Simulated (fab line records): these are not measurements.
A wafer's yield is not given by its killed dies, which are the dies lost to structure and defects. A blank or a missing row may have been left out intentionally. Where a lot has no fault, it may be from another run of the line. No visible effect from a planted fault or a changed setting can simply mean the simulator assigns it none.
2 desks, one fault | flow n5Finfet | what lay behind the numbers comes last; until then each desk has only its own

THE METROLOGY DESK
What the gauges read, lot by lot, whatever tool the lot ran on: means of the sampled wafers that have a number. Marked OUT: a lot whose mean sits more than 4 standard deviations from the usual mean, which makes it out of limits; the brackets give that distance. 7 of its 11 readings are shown, namely those furthest out on some lot.
Columns: A = DIBL_N at N5_BEOL_M4_RC_MEAS_101, usual 37.2 mV/V; B = DIBL_P at N5_BEOL_M4_RC_MEAS_101, usual 37.5 mV/V; C = ION_P at N5_BEOL_M4_RC_MEAS_101, usual 469 uA/um; D = REXT_N at N5_BEOL_M4_RC_MEAS_101, usual 75.3 ohm.um; E = SS_N at N5_BEOL_M4_RC_MEAS_101, usual 71.7 mV/dec; F = SS_P at N5_BEOL_M4_RC_MEAS_101, usual 73.6 mV/dec; G = VT_P at N5_BEOL_M4_RC_MEAS_101, usual -248 mV
lot  | first seen here | A    | B    | C   | D    | E    | F    | G
L204 | day 7 23:09     | 35.3 | 34.7 | 460 | 77.3 | 71.3 | 73.2 | -250
L206 | day 8 15:36     | 38.5 | 39.6 | 464 | 74.0 | 71.6 | 73.3 | -252
L207 | day 8 21:31     | 38.3 | 38.2 | 476 | 73.0 | 72.2 | 74.0 | -244
L212 | day 10 15:47    | 36.0 | 39.6 | 467 | 77.7 | 72.0 | 74.3 | -248
L213 | day 10 19:05    | 36.1 | 37.5 | 468 | 77.6 | 71.0 | 74.2 | -249
L221 | day 12 23:43    | 36.9 | 38.0 | 458 | 73.7 | 71.5 | 73.4 | -253
L223 | day 13 03:20    | 35.6 | 37.5 | 470 | 77.0 | 71.1 | 73.2 | -249
L224 | day 13 03:29    | 36.7 | 37.6 | 473 | 75.2 | 71.9 | 73.6 | -248
L225 | day 13 07:25    | 36.1 | 36.3 | 468 | 77.6 | 71.5 | 73.4 | -249
L226 | day 13 10:23    | 37.3 | 37.5 | 465 | 73.7 | 72.2 | 73.3 | -248
Result from this desk: across the 10 lots, nothing is out of limits.

FOR THE TOOL OWNER'S DESK: epiRpcvd-01
The tool's own readings at N5_SD_EPI_N_VAPOR_ETCH_50 (etches Si in HCl, time 54 s): means of the sampled wafers that have a number, for each lot that ran on this tool. Marked OUT: a lot whose mean sits more than 4 standard deviations from the usual mean, which makes it out of limits; the brackets give that distance.
Columns: A = susceptorTempC at N5_SD_EPI_N_VAPOR_ETCH_50, usual 775.0 C; B = throttleValvePct at N5_SD_EPI_N_VAPOR_ETCH_50, usual 11.75 %
lot  | first seen here | A     | B
L204 | day 3 12:45     | 775.2 | 11.93
L206 | day 3 21:45     | 774.9 | 11.88
L207 | day 4 08:50     | 775.2 | 11.81
L212 | day 5 10:08     | 774.5 | 11.97
L213 | day 5 20:23     | 774.9 | 11.68
L225 | day 8 16:53     | 775.4 | 11.80
L226 | day 8 22:24     | 775.0 | 11.89
Result from this desk: across the 7 lots, nothing is out of limits.

PUT TOGETHER
At the metrology desk, nothing out of limits was observed.
The tool owner's desk saw nothing out of limits.

WHAT HAD BEEN PUT IN BY THE SIMULATOR
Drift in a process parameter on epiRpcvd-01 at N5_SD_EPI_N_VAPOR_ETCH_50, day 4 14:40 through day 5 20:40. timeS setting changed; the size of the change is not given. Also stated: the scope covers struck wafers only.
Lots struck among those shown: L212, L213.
